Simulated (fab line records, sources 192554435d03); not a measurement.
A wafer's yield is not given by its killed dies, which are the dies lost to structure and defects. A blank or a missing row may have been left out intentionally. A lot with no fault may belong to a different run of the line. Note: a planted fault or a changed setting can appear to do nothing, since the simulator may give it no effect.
Which tool did it?	flow n5Finfet	12 lots, 36 wafers sampled, at 2 steps of a route of 1938

## WHAT THE GAUGES SHOWED, per wafer
N5_BEOL_M8_OVL_MEAS_29.
lot	measured	on	V7_OVL (nm)
L076	day 9 12:58	overlay-02	-0.7 -0.6 -0.2
L077	day 9 18:17	overlay-02	0.7 0.7 -0.5
L079	day 10 14:58	overlay-01	-0.9 -0.7 -0.4
L081	day 11 01:19	overlay-02	-0.6 -0.2 0.9
L083	day 11 12:11	overlay-01	-0.3 0.1 0.8
L085	day 12 10:34	overlay-01	-1.0 -1.2 -0.6
L089	day 12 21:17	overlay-01	0.1 0.4 -0.9
L088	day 13 18:02	overlay-01	0.4 -0.2 0.2
L092	day 14 03:41	overlay-02	0.9 0.9 0.5
L093	day 14 22:58	overlay-01	-0.7 -0.2 0.6
L097	day 15 07:50	overlay-02	0.8 0.6 0.6
L096	day 15 10:28	overlay-02	-0.1 0.2 0.0

## WHAT TOOL EACH LOT RAN ON (gives the tool, then ch and the chambers of the sampled wafers, and finally the start)
lot	N5_BEOL_M8_STRIP_19
L076	rieDiel-05 ch 0,2,3, day 9 10:09
L077	rieDiel-04 ch 0,1,3, day 9 17:32
L079	rieDiel-05 ch 2,3, day 10 13:31
L081	rieDiel-04 ch 0,2,3, day 10 23:14
L083	rieDiel-04 ch 0,2, day 11 11:00
L085	rieDiel-03 ch 0,3, day 12 08:32
L089	rieDiel-05 ch 0,1,2, day 12 19:16
L088	rieDiel-04 ch 0,3, day 13 16:13
L092	rieDiel-04 ch 1,3, day 14 01:40
L093	rieDiel-03 ch 1,2,3, day 14 22:32
L097	rieDiel-03 ch 1,2,3, day 15 05:10
L096	rieDiel-05 ch 0,2,3, day 15 09:47
- N5_BEOL_M8_STRIP_19: strips in O2.

## THE ANSWER, worked out from the rows above alone
Rule: the usual values come from the lots themselves. Put in order of their means at a reading, lots are off if they are a third of the lots or fewer, leave a main group of 4 or more, and stand apart from it by a gap of 3 or more times the standard deviation of the main group's means; of several such gaps the widest counts. Not used: any main group whose means are identical at the precision the tables above print for the reading. Also off: a lot with no number at a reading for which 4 or more lots have one. The other lots that the step has rows for count as sound.
Nothing can be told from this: no lot is off at any reading shown.

## WHAT THE SIMULATOR HAD INSERTED
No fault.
